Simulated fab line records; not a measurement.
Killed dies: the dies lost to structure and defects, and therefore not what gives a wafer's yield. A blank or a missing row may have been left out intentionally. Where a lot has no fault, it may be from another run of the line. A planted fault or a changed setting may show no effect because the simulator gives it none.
Code-filled problem report in 8D (eight disciplines) form -- flow n5_finfet -- the parts of the form that need people (team, actions taken, sign-off) are left out

## 1. WHAT IS WRONG
Wafers without a fault read 406, standard deviation 100; raw_defect_count at N5_BEOL_M4_INSPECT_13 reads a mean of 867 on 2 wafers belonging to 2 lots. That is +4.6 standard deviations from the usual mean.
The step: inspects for defects (brightfield).
First observed at day 11 17:10: wafer L717.1, on defect_inspect-01. The record holds 27 wafers of 9 lots with a number at this step. The rule behind "out" and "out of limits": a value lying over 4 standard deviations away from the usual mean. Any other wafer with a number is counted as sound.

## 2. WHAT IT IS, WHAT IT ISN'T
question,is,is not
which readings at this step,raw_defect_count,-
which lots,"L716, L717","L709, L713, L714, L719, L725, L727, L729"
which wafers of those lots,"L716.4, L717.1","L716.2, L716.5, L717.2, L717.3"
read on which gauges,defect_inspect-01,defect_inspect-02
when,from day 11 17:10,"up to then (11 sound wafers); but 14 sound wafers of L716, L719, L725, L727, L729 came after"

## 3. WHAT RULES OUT EACH SUSPECT
Counting: if a tool at a process step up to the reading ran every lot that is out, it stays a suspect. Sound lots after the first of them don't rule it out here, since some wafers of a struck lot are sound.
- ruled out: the gauge at N5_BEOL_M4_INSPECT_13. All the wafers that are out were read on defect_inspect-01, but those of them that N5_PASSIVATION_PROBE_49 has rows for are out there too, on other tools.
- pvd_sputter-03 at N5_BEOL_M4_HM_DEP_02 (deposits TiN, target thk 20 nm): kept. Every lot that is out went through it, the first being L717 (day 11 16:34); the last sound lot it ran before that was L713 (day 10 14:59).
Left after counting: pvd_sputter-03 at N5_BEOL_M4_HM_DEP_02.

## 4. THE CAUSE (what the simulator had put in)
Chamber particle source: pvd_sputter-03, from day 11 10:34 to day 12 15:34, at N5_BEOL_M4_HM_DEP_02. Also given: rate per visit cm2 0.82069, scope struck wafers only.
Only this tool survived the counting.

## 5. THE CHAIN OF EFFECTS, in route order
One row per reading whose mean, taken over the struck wafers that have a number, lies over 3 standard deviations from the usual. Only readings for which the record gives a usual standard deviation are gone through. hours: the time from each lot's start at the first step in this table that gives one to its start at this step, as a median over the lots. sigmas: the change in usual standard deviations.
hours,step,reading,usual,on struck wafers,change,sigmas
0,N5_BEOL_M4_INSPECT_13,raw_defect_count,406,867,+461,+4.6
152,N5_PASSIVATION_PROBE_49,defect_limited_yield,91.4 %,81.0,-10.5,-7.5
152,N5_PASSIVATION_PROBE_49,killed_at_M4_up,14,126,+112,+22
152,N5_PASSIVATION_PROBE_49,killed_dies,102,224,+122,+7.2
152,N5_PASSIVATION_PROBE_49,sort_bin_5_function,5.1 %,12.4,+7.3,+7.3
152,N5_PASSIVATION_PROBE_49,sort_n_pass,1076,956,-120,-6.3
152,N5_PASSIVATION_PROBE_49,sort_yield_pct,91.2 %,81.0,-10.2,-6.4
Process steps it contains:
- N5_PASSIVATION_PROBE_49
Later steps that measure or inspect, where all struck wafers having a row at the step show a number for every such reading and not one has moved that far: N5_BEOL_M4_RC_MEAS_101.

## 6. HOW IT WOULD HAVE BEEN CAUGHT EARLIER
In this record the first reading out of limits at a measuring or inspecting step was taken at day 11 17:10, 7 hours after the fault began at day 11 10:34.
No tool reading at N5_BEOL_M4_HM_DEP_02 that has a usual standard deviation in the record was out on any struck wafer, so an alarm limit of 4 standard deviations on those readings would not have fired.
By day 11 17:10 the whole set of lots that are out, 2 in number, had already begun N5_BEOL_M4_HM_DEP_02 on pvd_sputter-03. None of them would have been spared by holding the tool at that moment.
